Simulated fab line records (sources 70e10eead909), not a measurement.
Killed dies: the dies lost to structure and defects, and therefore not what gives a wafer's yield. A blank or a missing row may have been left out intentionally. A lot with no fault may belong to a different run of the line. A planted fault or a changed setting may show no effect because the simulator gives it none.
Struck lot and sound lot, side by side ; flow nand-harc ; 15 out of 1159 route steps
Sound: these wafers, L646.1, L646.3, L646.4. The struck wafers were L652.1, L652.2, L652.3. The cause comes at the end.
At each step with rows: each side's tool, then ch and its chambers, then its first start. Under that, the readings that differ: sound wafers ; struck wafers ; difference of the means ; sigmas: that difference in standard deviations of wafers without a fault.
alike: readings whose means differ by less than 2 such deviations, and words and numbers that are the same on both sides. not compared: withheld readings, readings that some wafer has no value for, bounds like >300 that may hide the same value, and numbers for which the record gives no deviation and whose values overlap.
The two part at a step that has a row with sigmas, a row that says differs or no value, or rows on one side only. Non-overlapping numbers with no deviation appear without sigmas and do not part them. A reading that every wafer of one side lacks parts them only if that side has two wafers or more.

first, 1 step without rows for these wafers: NHARC_P_ZERO_WELL_HARDBAKE_25 (time 80 s).
NHARC_P_ZERO_WELL_DESCUM_26: chemistry O2, time 3 s.
  sound on rie-diel-07 ch 0,1,3, day 3 20:42; struck on rie-diel-04 ch 0,2,3, day 5 08:37
reading;sound;struck;difference;sigmas
rf-hours-counter-h (h);0 0 1;10 13 14;+12;
  alike: chamber-pressure-mTorr, drypump-motor-current-A, oes-product-au, rf-vpp-V, showerhead-plenum-p-Torr, throttle-valve-pct
then, 10 steps without rows for these wafers: NHARC_P_ZERO_WELL_IMPLANT_27; NHARC_P_ZERO_WELL_IMPLANT_57; NHARC_P_ZERO_WELL_IMPLANT_58; NHARC_P_ZERO_WELL_STRIP_28 (strips in SPM, time 840 s); NHARC_P_ZERO_WELL_DEHYDRATE_29 (time 120 s); NHARC_P_ZERO_WELL_HMDS_30 (time 30 s); NHARC_P_ZERO_WELL_COAT_31; NHARC_P_ZERO_WELL_SOFTBAKE_32 (time 95 s); NHARC_P_ZERO_WELL_EBR_33; NHARC_P_ZERO_WELL_EXPOSE_34 (exposes mask P PWELL, target cd 720 nm).
NHARC_P_ZERO_WELL_PEB_35: peb time 85 s.
  sound on litho-track-02 ch 0, day 3 22:05; struck on litho-track-03 ch 0, day 5 09:53
reading;sound;struck;difference;sigmas
heater-power-total-W (W);164.00 164.33 164.18;167.22 167.40 167.30;+3.14;+12
plate-temp-C (C);118.02 117.76 118.07;119.92 120.12 120.07;+2.09;+15
then, 1 step without rows for these wafers: NHARC_P_ZERO_WELL_DEVELOP_36 (time 70 s).
-- break in the record here, with 18 days between the starts of the struck wafers on either side (left off in module P_ZERO_WELL, picked up again in module END, where the first step shown is number 1159 on the route) --
NHARC_END_SORT_01:
  sound on prober-01 ch 0, day 21 23:13; struck on prober-02 ch 0, day 23 06:28
reading;sound;struck;difference;sigmas
killed-at-periphery;6 6 10;2 2;-5;-3
  alike: killed-at-array, killed-at-other, killed-dies, killed-open, killed-short

## WHERE THEY PART
Last at NHARC_END_SORT_01 as far as this record goes, first at NHARC_P_ZERO_WELL_PEB_35.

WHY: what had been put in by the simulator
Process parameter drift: litho-track-03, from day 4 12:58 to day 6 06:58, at NHARC_P_ZERO_WELL_PEB_35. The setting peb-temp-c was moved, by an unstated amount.
